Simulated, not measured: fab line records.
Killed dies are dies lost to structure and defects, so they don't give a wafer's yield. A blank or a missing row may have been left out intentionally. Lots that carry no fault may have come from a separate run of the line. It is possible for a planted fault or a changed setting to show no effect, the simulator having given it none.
Which tool was responsible? + flow n5 finfet + 8 lots, 22 wafers sampled, at 7 steps of a route of 1938

== WHAT EACH GAUGE READ, for each wafer ==
N5_BEOL_M4_RC_MEAS_101. Usual: DIBL_N 36.2 mV/V, standard deviation 1.5; DIBL_P 36.4 mV/V, standard deviation 2.1; IOFF_N 0.16 nA/um, standard deviation 0.031; IOFF_P 0.21 nA/um, standard deviation 0.037; ION_N 679 uA/um, standard deviation 11; ION_P 465 uA/um, standard deviation 7.7; SS_N 71.4 mV/dec, standard deviation 0.55; SS_P 73.2 mV/dec, standard deviation 0.63; VT_N 249 mV, standard deviation 3.3; VT_P -250 mV, standard deviation 3.4.
| lot  | measured     | on        | DIBL_N (mV/V)  | DIBL_P (mV/V)  | IOFF_N (nA/um) | IOFF_P (nA/um) | ION_N (uA/um) | ION_P (uA/um) | SS_N (mV/dec)  | SS_P (mV/dec)  | VT_N (mV)   | VT_P (mV)      | flag |
|------|--------------|-----------|----------------|----------------|----------------|----------------|---------------|---------------|----------------|----------------|-------------|----------------|------|
| L909 | day 8 08:12  | prober-01 | 34.9 33.9 35.2 | 32.6 32.0 33.4 | 0.12 0.12 0.12 | 0.14 0.14 0.16 | 657 679 667   | 449 461 458   | 71.3 71.2 72.2 | 72.2 71.5 72.7 | 255 252 252 | -257 -254 -254 |      |
| L919 | day 11 07:14 | prober-02 | 38.8 34.0 37.5 | 39.5 34.5 38.3 | 0.22 0.14 0.20 | 0.29 0.21 0.27 | 700 680 692   | 477 470 481   | 72.2 70.5 72.0 | 73.8 72.9 73.9 | 244 250 248 | -246 -247 -247 |      |
| L920 | day 11 13:28 | prober-01 | 38.1 36.2 38.5 | 37.1 34.5 36.3 | 0.21 0.17 0.20 | 0.23 0.20 0.22 | 688 685 688   | 457 465 464   | 72.2 71.8 71.9 | 73.6 73.4 73.7 | 243 244 248 | -248 -252 -250 |      |
| L921 | day 11 14:49 | prober-01 | 37.4 35.4 37.1 | 36.0 35.0 36.2 | 0.17 0.14 0.16 | 0.22 0.20 0.22 | 666 672 683   | 461 463 470   | 72.2 71.1 72.7 | 73.8 73.4 73.7 | 253 254 253 | -248 -253 -249 |      |
| L927 | day 12 21:07 | prober-01 | 35.5 35.4      | 35.1 33.6      | 0.15 0.14      | 0.22 0.20      | 683 669       | 473 465       | 71.0 71.5      | 74.0 72.4      | 248 253     | -249 -250      |      |
| L928 | day 13 20:05 | prober-01 | 33.8 36.4      | 33.1 36.4      | 0.12 0.17      | 0.17 0.22      | 663 692       | 462 474       | 70.7 71.4      | 72.3 73.4      | 251 245     | -253 -247      |      |
| L929 | day 14 03:27 | prober-01 | 38.0 35.9 34.6 | 39.9 36.3 34.2 | 0.19 0.15 0.13 | 0.26 0.20 0.17 | 672 660 675   | 464 453 457   | 71.5 71.2 71.2 | 73.8 73.0 72.9 | 249 252 250 | -245 -250 -249 |      |
| L930 | day 14 04:31 | prober-02 | 35.0 36.9 37.2 | 35.3 36.5 36.8 | 0.16 0.17 0.19 | 0.21 0.21 0.22 | 693 682 680   | 463 467 465   | 70.4 72.3 71.8 | 73.5 74.0 74.4 | 248 251 248 | -250 -249 -250 |      |

N5_BEOL_M6_CD_MEAS_18: pitch 80 nm, target cd 40 nm. Usual: 39.9 nm for cd nm, sd 0.67.
| lot  | measured     | on        | cd nm (nm)     | flag |
|------|--------------|-----------|----------------|------|
| L909 | day 9 00:09  | cd sem-01 | 39.2 39.8 39.8 |      |
| L919 | day 12 00:31 | cd sem-02 | 39.5 40.8 39.8 |      |
| L920 | day 12 08:07 | cd sem-01 | 39.6 40.2 39.3 |      |
| L921 | day 12 07:21 | cd sem-02 | 39.2 40.6 39.8 |      |
| L927 | day 13 17:07 | cd sem-01 | 40.8 40.5      |      |
| L928 | day 14 14:29 | cd sem-02 | 39.5 40.2      |      |
| L929 | day 14 20:15 | cd sem-01 | 40.0 40.0 40.2 |      |
| L930 | day 15 00:25 | cd sem-01 | 40.4 40.4 39.7 |      |

N5_BEOL_M6_OCD_MEAS_38. Usual: 95.6 nm for trench depth nm, sd 1.8.
| lot  | measured     | on     | trench depth nm (nm) | flag |
|------|--------------|--------|----------------------|------|
| L909 | day 9 01:38  | ocd-01 | 96.5 96.2 95.5       |      |
| L919 | day 12 01:23 | ocd-02 | - - -                | OFF  |
| L920 | day 12 10:53 | ocd-02 | - - -                | OFF  |
| L921 | day 12 08:13 | ocd-02 | - - -                | OFF  |
| L927 | day 13 18:55 | ocd-01 | 97.2 97.3            |      |
| L928 | day 14 15:32 | ocd-01 | 95.3 98.3            |      |
| L929 | day 14 22:59 | ocd-01 | 94.6 98.2 98.6       |      |
| L930 | day 15 01:20 | ocd-01 | 91.0 96.7 91.4       |      |

== WHICH TOOL RAN EACH LOT (tool, then ch and the chambers of the sampled wafers, then the start) ==
| lot  | N5_BEOL_M6_DESCUM_16               | N5_BEOL_M6_STRIP_67                | N5_BEOL_M6_STRIP_19                | N5_BEOL_M6_ETCH_66                 |
|------|------------------------------------|------------------------------------|------------------------------------|------------------------------------|
| L909 | rie diel-01 ch 1,2,3, day 8 23:42  | rie diel-01 ch 1,2,3, day 8 23:56  | rie diel-03 ch 1,2, day 9 00:05    | rie diel-01 ch 0,1,2, day 9 01:18  |
| L919 | rie diel-02 ch 0,1, day 12 00:03   | rie diel-02 ch 0,1, day 12 00:17   | rie diel-02 ch 1,2,3, day 12 00:26 | rie diel-01 ch 0,1,3, day 12 01:02 |
| L920 | rie diel-03 ch 0,1,2, day 12 07:39 | rie diel-03 ch 0,1,2, day 12 07:53 | rie diel-01 ch 0,1,2, day 12 08:02 | rie diel-02 ch 0,1,2, day 12 10:32 |
| L921 | rie diel-01 ch 0,2, day 12 06:53   | rie diel-01 ch 0,2, day 12 07:08   | rie diel-02 ch 1,3, day 12 07:17   | rie diel-02 ch 0,2,3, day 12 07:52 |
| L927 | rie diel-02 ch 1,2, day 13 16:34   | rie diel-02 ch 1,2, day 13 16:48   | rie diel-01 ch 2,3, day 13 17:03   | rie diel-01 ch 0,1, day 13 18:34   |
| L928 | rie diel-01 ch 0,3, day 14 13:53   | rie diel-01 ch 0,3, day 14 14:07   | rie diel-03 ch 1,3, day 14 14:25   | rie diel-01 ch 0,3, day 14 15:11   |
| L929 | rie diel-01 ch 0,1,2, day 14 19:47 | rie diel-01 ch 0,1,2, day 14 20:02 | rie diel-03 ch 0,2, day 14 20:11   | rie diel-01 ch 0,3, day 14 22:38   |
| L930 | rie diel-02 ch 2,3, day 14 23:56   | rie diel-02 ch 2,3, day 15 00:11   | rie diel-02 ch 1,2,3, day 15 00:20 | rie diel-02 ch 1,3, day 15 00:59   |
- N5_BEOL_M6_DESCUM_16: chemistry O2, time 7.9 s.
- N5_BEOL_M6_STRIP_67: strips in CF4.
- N5_BEOL_M6_STRIP_19: strips in O2.
- N5_BEOL_M6_ETCH_66: etches SOC in N2/H2, target depth 80 nm, overetch 16 nm, time 120 s.

== AS READ BY THE TOOLS THEMSELVES (means over the sampled wafers that have a number; for cases with no such wafer, the mark the record gives instead) ==
N5_BEOL_M6_DESCUM_16. Usual: drypump motor current A 5.5 A, standard deviation 0.31; oes product au 0.81 a.u., standard deviation 0.092; rf vpp V 242.7 V, standard deviation 1.3; showerhead plenum p Torr 2.07 Torr, standard deviation 0.061; throttle valve pct 20.46 %, standard deviation 0.3.
| lot  | tool        | drypump motor current A (A) | oes product au (a.u.) | rf vpp V (V) | showerhead plenum p Torr (Torr) | throttle valve pct (%) | flag |
|------|-------------|-----------------------------|-----------------------|--------------|---------------------------------|------------------------|------|
| L909 | rie diel-01 | 5.5                         | 0.80                  | 244.0        | 2.11                            | 20.40                  |      |
| L919 | rie diel-02 | 5.2                         | 0.76                  | 241.3        | 2.01                            | 20.41                  |      |
| L920 | rie diel-03 | 5.6                         | 0.73                  | 242.4        | 2.02                            | 20.65                  |      |
| L921 | rie diel-01 | 5.6                         | 0.86                  | 242.9        | 2.09                            | 20.53                  |      |
| L927 | rie diel-02 | 5.3                         | 0.88                  | 242.9        | 2.08                            | 20.16                  |      |
| L928 | rie diel-01 | 5.4                         | 0.77                  | 242.1        | 2.06                            | 20.28                  |      |
| L929 | rie diel-01 | 5.5                         | 0.81                  | 242.7        | 2.09                            | 20.56                  |      |
| L930 | rie diel-02 | 5.7                         | 0.80                  | 243.5        | 2.08                            | 20.49                  |      |

N5_BEOL_M6_STRIP_67. Usual: value, then standard deviation, for each; bias power w 74.99 W / 0.22; cf4 flow sccm 149.9 sccm / 0.43; drypump motor current A 5.5 A / 0.31; oes product au 0.80 a.u. / 0.089; rf vpp V 270.6 V / 1.4; showerhead plenum p Torr 1.77 Torr / 0.049; throttle valve pct 13.56 % / 0.26.
| lot  | tool        | bias power w (W) | cf4 flow sccm (sccm) | drypump motor current A (A) | oes product au (a.u.) | rf vpp V (V) | showerhead plenum p Torr (Torr) | throttle valve pct (%) | flag |
|------|-------------|------------------|----------------------|-----------------------------|-----------------------|--------------|---------------------------------|------------------------|------|
| L909 | rie diel-01 | 74.98            | 149.9                | 5.5                         | 0.79                  | 271.5        | 1.80                            | 13.50                  |      |
| L919 | rie diel-02 | -                | -                    | -                           | -                     | -            | -                               | -                      | OFF  |
| L920 | rie diel-03 | -                | -                    | -                           | -                     | -            | -                               | -                      | OFF  |
| L921 | rie diel-01 | -                | -                    | -                           | -                     | -            | -                               | -                      | OFF  |
| L927 | rie diel-02 | 74.87            | 149.4                | 5.3                         | 0.88                  | 272.5        | 1.79                            | 13.34                  |      |
| L928 | rie diel-01 | 75.03            | 150.0                | 5.4                         | 0.77                  | 270.0        | 1.75                            | 13.34                  |      |
| L929 | rie diel-01 | 75.10            | 150.1                | 5.5                         | 0.80                  | 271.4        | 1.78                            | 13.59                  |      |
| L930 | rie diel-02 | 74.95            | 149.9                | 5.7                         | 0.80                  | 270.8        | 1.78                            | 13.56                  |      |

N5_BEOL_M6_STRIP_19. Usual: chamber pressure mTorr 30.00 mTorr, standard deviation 0.041; drypump motor current A 5.52 A, standard deviation 0.25; oes product au 0.79 a.u., standard deviation 0.083; rf vpp V 3.6 V, standard deviation 0.59; showerhead plenum p Torr 2.06 Torr, standard deviation 0.082; throttle valve pct 16.75 %, standard deviation 0.28.
| lot  | tool        | chamber pressure mTorr (mTorr) | drypump motor current A (A) | oes product au (a.u.) | rf vpp V (V) | showerhead plenum p Torr (Torr) | throttle valve pct (%) | flag |
|------|-------------|--------------------------------|-----------------------------|-----------------------|--------------|---------------------------------|------------------------|------|
| L909 | rie diel-03 | 30.01                          | 5.61                        | 0.74                  | 3.8          | 1.93                            | 16.77                  |      |
| L919 | rie diel-02 | 29.98                          | 5.36                        | 0.85                  | 3.9          | 2.07                            | 16.65                  |      |
| L920 | rie diel-01 | 30.03                          | 5.50                        | 0.84                  | 3.3          | 2.10                            | 16.72                  |      |
| L921 | rie diel-02 | 30.03                          | 5.22                        | 0.79                  | 2.7          | 2.04                            | 16.91                  |      |
| L927 | rie diel-01 | 30.01                          | 5.68                        | 0.75                  | 3.4          | 2.10                            | 16.74                  |      |
| L928 | rie diel-03 | 30.01                          | 5.73                        | 0.77                  | 3.5          | 2.02                            | 16.80                  |      |
| L929 | rie diel-03 | 30.00                          | 5.57                        | 0.73                  | 3.6          | 2.09                            | 17.02                  |      |
| L930 | rie diel-02 | 30.11                          | 5.36                        | 0.81                  | 3.1          | 2.06                            | 16.68                  |      |

N5_BEOL_M6_ETCH_66. Usual: drypump motor current A 5.51 A, standard deviation 0.27; oes product au 0.61 a.u., standard deviation 0.059; rf vpp V 522.8 V, standard deviation 2.6; showerhead plenum p Torr 2.50 Torr, standard deviation 0.091; throttle valve pct 17.82 %, standard deviation 0.26.
| lot  | tool        | drypump motor current A (A) | oes product au (a.u.) | rf vpp V (V) | showerhead plenum p Torr (Torr) | throttle valve pct (%) | flag |
|------|-------------|-----------------------------|-----------------------|--------------|---------------------------------|------------------------|------|
| L909 | rie diel-01 | 5.50                        | 0.67                  | 524.9        | 2.55                            | 17.79                  |      |
| L919 | rie diel-01 | 5.33                        | 0.82                  | 523.4        | 2.53                            | 17.72                  | OFF  |
| L920 | rie diel-02 | 5.40                        | 0.83                  | 522.8        | 2.49                            | 17.67                  | OFF  |
| L921 | rie diel-02 | 5.55                        | 0.76                  | 521.9        | 2.47                            | 17.95                  |      |
| L927 | rie diel-01 | 5.30                        | 0.64                  | 523.8        | 2.51                            | 17.74                  |      |
| L928 | rie diel-01 | 5.47                        | 0.59                  | 521.6        | 2.50                            | 17.62                  |      |
| L929 | rie diel-01 | 5.45                        | 0.62                  | 522.8        | 2.49                            | 17.61                  |      |
| L930 | rie diel-02 | 5.24                        | 0.59                  | 521.2        | 2.43                            | 18.03                  |      |

== THE ANSWER, worked out from the rows above alone ==
Rule: a lot counts as off when the mean over its wafers that have a number is more than 3 standard deviations away from the usual mean. A lot without any number at a reading at which 4 lots or more have one is off too. Any other lot the step has rows for is counted as sound. After the gauges, taken in route order, come the tools' own readings; for these a lot's mean is taken, as printed above. At the first step where some lot is off, the reading lying furthest off is the one used; lots without a number count as furthest.
Off at N5_BEOL_M6_OCD_MEAS_38 (trench depth nm): L919, L920, L921. Without a number there: L919, L920, L921.
If a tool, at a process step before that reading, ran all the lots that are off and no sound lot after the first of them, it fits. The gauges at N5_BEOL_M6_OCD_MEAS_38 aren't tried: what is off there is off at N5_BEOL_M6_STRIP_67 too, on other tools, and a gauge's error can't cause that. Not one of the candidates tried fits.

== WHAT WAS PUT IN BY THE SIMULATOR ==
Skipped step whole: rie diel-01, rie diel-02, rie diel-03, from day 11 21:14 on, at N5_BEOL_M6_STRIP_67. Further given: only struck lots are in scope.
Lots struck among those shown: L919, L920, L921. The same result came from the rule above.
